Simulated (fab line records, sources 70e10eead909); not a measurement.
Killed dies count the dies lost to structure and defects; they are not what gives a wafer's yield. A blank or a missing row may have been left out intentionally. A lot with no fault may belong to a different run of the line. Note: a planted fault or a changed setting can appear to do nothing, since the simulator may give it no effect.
A lot that was struck, set against a sound lot ; flow nand-harc ; 15 out of 1159 route steps
Sound: the wafers L428.2, L428.3, L428.5. Struck: wafers L432.1, L432.3, L432.6. Last of all comes the cause.
Per side, at each step with rows, come the tool, then ch with its chambers, and then its first start. Under that, the readings that differ: sound wafers ; struck wafers ; difference of the means ; sigmas: that difference in standard deviations of wafers without a fault.
alike: readings with means less than 2 such deviations apart, plus words and numbers identical on both sides. not compared: withheld readings, readings lacking a value on some wafer, bounds such as >300 that could conceal the same value, and numbers that have no deviation in the record and whose values overlap.
Wherever a step has rows on one side only, a row that says differs or no value, or a row with sigmas, the two part there. Numbers that have no deviation but don't overlap get no sigmas and don't part them. A reading that every wafer of one side lacks parts them only if that side has two wafers or more.

first, 7 steps without rows for these wafers: NHARC_A_CONTACT_COAT_62 (time 65 s); NHARC_A_CONTACT_COAT_63 (resist thk 90 nm); NHARC_A_CONTACT_SOFTBAKE_64 (time 55 s); NHARC_A_CONTACT_EBR_65; NHARC_A_CONTACT_EXPOSE_66 (exposes mask A CC 2); NHARC_A_CONTACT_PEB_67 (peb time 65 s); NHARC_A_CONTACT_DEVELOP_68 (develop time 35 s).
NHARC_A_CONTACT_CD_MEAS_69: the cd target is 200 nm.
  sound on cd-sem-01 ch 0, day 17 02:37; struck on cd-sem-03 ch 0, day 18 07:26
  alike: cd-nm
NHARC_A_CONTACT_OVL_MEAS_70:
  struck on overlay-01, day 18 07:32; sound on overlay-01, day 17 02:41
  alike: overlay-x-nm, overlay-y-nm
NHARC_A_CONTACT_INSPECT_71:
  struck on defect-inspect-01, day 18 07:34; sound on defect-inspect-02, day 17 02:44
  alike: raw-defect-count
NHARC_A_CONTACT_DESCUM_74: chemistry O2, time 3 s.
  sound on rie-diel-08 ch 1,2, day 17 02:47; struck on rie-diel-08 ch 1,3, day 18 07:38
  alike: drypump-motor-current-A, mfc-ar-sccm, oes-product-au, rf-vpp-V, showerhead-plenum-p-Torr, throttle-valve-pct
  not compared: rf-hours-counter-h
NHARC_A_CONTACT_ETCH_75: etches the open film in CF4, target depth 39 nm, time 65 s.
  sound on rie-diel-08 ch 1,3, day 17 02:53; struck on rie-diel-08 ch 0,2, day 18 07:44
  alike: bias-w, cf4-flow-sccm, drypump-motor-current-A, mfc-ar-sccm, oes-product-au, rf-fwd-power-W, rf-vpp-V, showerhead-plenum-p-Torr, throttle-valve-pct
  not compared: rf-hours-counter-h
NHARC_A_CONTACT_ETCH_76: etches the open film in N2/H2, target depth 260 nm, time 475.3 s.
  sound on rie-diel-08 ch 2,3, day 17 02:58; struck on rie-diel-08 ch 1,3, day 18 07:51
  no value came back on the struck wafers for any of 10 readings (bias-w (W), chamber-pressure-mTorr (mTorr) and others); on the sound wafers bias-w (W) reads 149.8 150.1 150.1
  not compared: rf-hours-counter-h
NHARC_A_CONTACT_ETCH_77: etches the open film in CF4/CHF3, target depth 72.6 nm, time 36.3 s.
  sound on rie-diel-08 ch 1,3; struck on rie-diel-08 ch 0,2,3
  alike: bias-w, cf4-flow-sccm, chf3-flow-sccm, drypump-motor-current-A, mfc-ar-sccm, oes-product-au, rf-fwd-power-W, rf-vpp-V, showerhead-plenum-p-Torr, throttle-valve-pct
  not compared: rf-hours-counter-h
-- break in the record here, with 2 days between the starts of the struck wafers on either side (left off in module A_CONTACT, picked up again in module END, where the first step shown is number 1159 on the route) --
NHARC_END_SORT_01:
  at this point the record logs the struck wafers (prober-01 ch 0, day 20 16:08) and has no rows for the sound ones

WHERE THEY PART
First at NHARC_A_CONTACT_ETCH_76; last, within this record, at NHARC_END_SORT_01.

WHY: whatever the simulator had introduced
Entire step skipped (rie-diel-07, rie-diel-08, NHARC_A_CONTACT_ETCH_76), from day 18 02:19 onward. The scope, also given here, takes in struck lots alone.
